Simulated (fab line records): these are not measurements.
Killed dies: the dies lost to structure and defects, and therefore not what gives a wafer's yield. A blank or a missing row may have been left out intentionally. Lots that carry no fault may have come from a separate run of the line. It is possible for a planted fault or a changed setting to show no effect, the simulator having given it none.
Matching of chambers + flow n5_finfet + N5_GATE_CUT_ETCH_58 on rie_diel-02: 4 sister chambers
The step etches SiNx in CH3F/O2, target depth 17 nm, time 128.6 s. 16 wafers are shown with their chamber, then 8 later ones without.

## WAFERS PAIRED WITH THEIR CHAMBERS
| wafer  | chamber | showerhead_plenum_p_Torr (Torr) | throttle_valve_pct (%) | oes_product_au (a.u.) |
|--------|---------|---------------------------------|------------------------|-----------------------|
| L074.2 | 3       | 2.13                            | 16.0                   | 0.95                  |
| L074.4 | 1       | 2.08                            | 16.5                   | 0.73                  |
| L074.5 | 0       | 2.00                            | 16.4                   | 0.74                  |
| L076.1 | 3       | 2.13                            | 16.0                   | 0.95                  |
| L076.2 | 2       | 1.99                            | 16.8                   | 0.71                  |
| L076.6 | 2       | 1.99                            | 16.8                   | 0.71                  |
| L078.1 | 0       | 2.00                            | 16.4                   | 0.75                  |
| L078.2 | 2       | 1.99                            | 16.8                   | 0.71                  |
| L078.6 | 1       | 2.08                            | 16.5                   | 0.73                  |
| L083.1 | 2       | 1.99                            | 16.8                   | 0.70                  |
| L083.2 | 1       | 2.08                            | 16.5                   | 0.72                  |
| L083.3 | 3       | 2.12                            | 16.0                   | 0.92                  |
| L087.1 | 3       | 2.12                            | 16.0                   | 0.90                  |
| L087.3 | 2       | 1.98                            | 16.8                   | 0.68                  |
| L087.5 | 0       | 1.99                            | 16.5                   | 0.73                  |
| L088.2 | 3       | 2.12                            | 16.1                   | 0.90                  |

SIGNATURES, as means of the wafers listed above
| reading                  | chamber 0 | chamber 1 | chamber 2 | chamber 3 | scatter within a chamber |
|--------------------------|-----------|-----------|-----------|-----------|--------------------------|
| showerhead_plenum_p_Torr | 1.9967    | 2.0800    | 1.9880    | 2.1240    | 0.00471                  |
| throttle_valve_pct       | 16.433    | 16.500    | 16.800    | 16.020    | 0.035                    |
| oes_product_au           | 0.7400    | 0.7267    | 0.7020    | 0.9240    | 0.017                    |
Rule: a wafer lies at a distance from a chamber equal to the root of the sum of squares, over the readings, of (its reading less the chamber's mean, divided by the reading's scatter). If the next closest chamber is less than 2 further off than the closest, the wafer can't be placed; otherwise it belongs to the closest. The scatter: take each reading less its chamber's mean, square it, sum over the shown wafers, divide by the number of wafers less the number of chambers, and take the root.

## WAFERS WITH NO CHAMBER GIVEN
| wafer  | showerhead_plenum_p_Torr (Torr) | throttle_valve_pct (%) | oes_product_au (a.u.) |
|--------|---------------------------------|------------------------|-----------------------|
| L088.3 | 2.08                            | 16.5                   | 0.72                  |
| L088.6 | 2.12                            | 16.0                   | 0.90                  |
| L090.1 | 1.98                            | 16.8                   | 0.69                  |
| L090.4 | 2.12                            | 16.1                   | 0.89                  |
| L090.6 | 1.99                            | 16.5                   | 0.72                  |
| L093.1 | 2.07                            | 16.6                   | 0.71                  |
| L093.4 | 1.99                            | 16.5                   | 0.71                  |
| L093.5 | 2.07                            | 16.6                   | 0.71                  |

## WHICH CHAMBER EACH WENT THROUGH
| wafer  | from the rows above | in truth |
|--------|---------------------|----------|
| L088.3 | 1                   | 1        |
| L088.6 | 3                   | 3        |
| L090.1 | 2                   | 2        |
| L090.4 | 3                   | 3        |
| L090.6 | 0                   | 0        |
| L093.1 | 1                   | 1        |
| L093.4 | 0                   | 0        |
| L093.5 | 1                   | 1        |
8 of 8 placed correctly. Number that these rows cannot place: 0. Wrongly placed: 0.
